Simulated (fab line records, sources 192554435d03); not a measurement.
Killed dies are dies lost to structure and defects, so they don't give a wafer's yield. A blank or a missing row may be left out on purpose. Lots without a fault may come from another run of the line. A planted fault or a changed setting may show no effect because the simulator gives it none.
Chamber matching | flow n5_finfet | N5_BEOL_M6_DESCUM_33 on rie_diel-03: 4 sister chambers
The step chemistry O2, time 7 s. 18 wafers are shown with their chamber, then 9 later ones without.

WAFERS WITH THEIR CHAMBER
wafer  | chamber | showerhead_plenum_p_Torr (Torr) | drypump_motor_current_A (A) | throttle_valve_pct (%)
L078.1 | 3       | 2.08                            | 6.5                         | 20.38
L078.4 | 0       | 2.22                            | 5.6                         | 20.04
L078.6 | 3       | 2.08                            | 6.5                         | 20.40
L085.2 | 1       | 2.20                            | 5.4                         | 20.46
L085.4 | 2       | 2.26                            | 5.7                         | 20.46
L085.6 | 1       | 2.20                            | 5.4                         | 20.46
L083.1 | 1       | 2.20                            | 5.4                         | 20.45
L083.2 | 3       | 2.08                            | 6.4                         | 20.39
L083.5 | 0       | 2.21                            | 5.6                         | 20.06
L084.2 | 3       | 2.08                            | 6.5                         | 20.40
L084.4 | 2       | 2.26                            | 5.7                         | 20.47
L084.5 | 2       | 2.26                            | 5.7                         | 20.47
L091.1 | 2       | 2.25                            | 5.7                         | 20.49
L091.2 | 1       | 2.19                            | 5.4                         | 20.50
L091.4 | 2       | 2.25                            | 5.6                         | 20.49
L092.2 | 0       | 2.21                            | 5.6                         | 20.06
L092.3 | 2       | 2.25                            | 5.6                         | 20.50
L092.5 | 0       | 2.21                            | 5.6                         | 20.07

SIGNATURES (means of the wafers above)
reading                  | chamber 0 | chamber 1 | chamber 2 | chamber 3 | scatter within a chamber
showerhead_plenum_p_Torr | 2.2125    | 2.1975    | 2.2550    | 2.0800    | 0.00463
drypump_motor_current_A  | 5.600     | 5.400     | 5.667     | 6.475     | 0.0386
throttle_valve_pct       | 20.0575   | 20.4675   | 20.4800   | 20.3925   | 0.0156
Rule: a wafer's distance from a chamber is the root of the sum, over the readings, of the square of ((its reading less the chamber's mean) divided by the reading's scatter). The wafer belongs to the nearest chamber; if the next one is less than 2 further off, it can't be placed. The scatter: the root of (the sum of the squares of (reading less its chamber's mean) over the shown wafers, divided by (wafers less chambers)).

WAFERS WITHOUT THEIR CHAMBER
wafer  | showerhead_plenum_p_Torr (Torr) | drypump_motor_current_A (A) | throttle_valve_pct (%)
L093.2 | 2.19                            | 5.5                         | 20.50
L093.4 | 2.21                            | 5.6                         | 20.06
L093.6 | 2.25                            | 5.6                         | 20.49
L097.1 | 2.25                            | 5.6                         | 20.51
L097.2 | 2.18                            | 5.5                         | 20.49
L097.3 | 2.20                            | 5.6                         | 20.07
L097.4 | 2.21                            | 5.7                         | 20.09
L097.5 | 2.18                            | 5.5                         | 20.52
L097.6 | 2.24                            | 5.6                         | 20.53

WHICH CHAMBER EACH WENT THROUGH
wafer  | from the rows above | in truth
L093.2 | 1                   | 1
L093.4 | 0                   | 0
L093.6 | 2                   | 2
L097.1 | 2                   | 2
L097.2 | 1                   | 1
L097.3 | 0                   | 0
L097.4 | 0                   | 0
L097.5 | 1                   | 1
L097.6 | 2                   | 2
Placed correctly: 9 of 9. Can't be placed from these rows: 0. Placed wrongly: 0.
